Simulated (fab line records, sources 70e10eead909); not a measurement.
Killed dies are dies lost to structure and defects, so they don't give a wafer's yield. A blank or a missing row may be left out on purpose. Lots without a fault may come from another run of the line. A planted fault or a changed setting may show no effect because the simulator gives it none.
Chamber matching | flow nand_harc | NHARC_A_CHANNEL_FILL_D2_ALD_25 on ald_hk-02: 4 sister chambers
The step deposits SiOx, target thk 60 nm, pulse time 10 s, ald cycles 600. 4 wafers are shown with their chamber, then 10 later ones without.

WAFERS WITH THEIR CHAMBER
wafer  | chamber | heater_power_w (W)
L084.1 | 2       | 431
L084.6 | 1       | 437
L085.1 | 3       | 483
L085.3 | 0       | 445

WAFERS WITHOUT THEIR CHAMBER
wafer  | heater_power_w (W)
L085.5 | 432
L091.2 | 437
L091.3 | 464
L091.5 | 486
L093.4 | 447
L093.5 | 442
L093.6 | 452
L097.1 | 444
L097.2 | 465
L097.5 | 441

WHICH CHAMBER EACH WENT THROUGH
wafer  | from the rows above               | in truth
L085.5 | can't be placed: 2 or 1 or 0      | 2
L091.2 | can't be placed: 1 or 2 or 0      | 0
L091.3 | can't be placed: 0 or 3 or 1 or 2 | 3
L091.5 | 3                                 | 3
L093.4 | can't be placed: 0 or 1 or 2      | 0
L093.5 | can't be placed: 0 or 1 or 2      | 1
L093.6 | can't be placed: 0 or 1 or 2      | 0
L097.1 | can't be placed: 0 or 1 or 2      | 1
L097.2 | can't be placed: 3 or 0 or 1 or 2 | 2
L097.5 | can't be placed: 0 or 1 or 2      | 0
Placed correctly: 1 of 10. Can't be placed from these rows: 9 (the true chamber is among the candidates in 9). Placed wrongly: 0.
How it was worked out, from the rows above alone: a wafer's distance from a chamber is the root of the sum, over the readings, of the square of ((its reading less the chamber's mean) divided by the reading's scatter). The wafer belongs to the nearest chamber; if the next one is less than 2 further off, it can't be placed. A chamber's mean is the mean of its shown wafers. The scatter: with one shown wafer a chamber, the root of the mean of the squares of how far each hidden wafer lies from its nearest shown one.
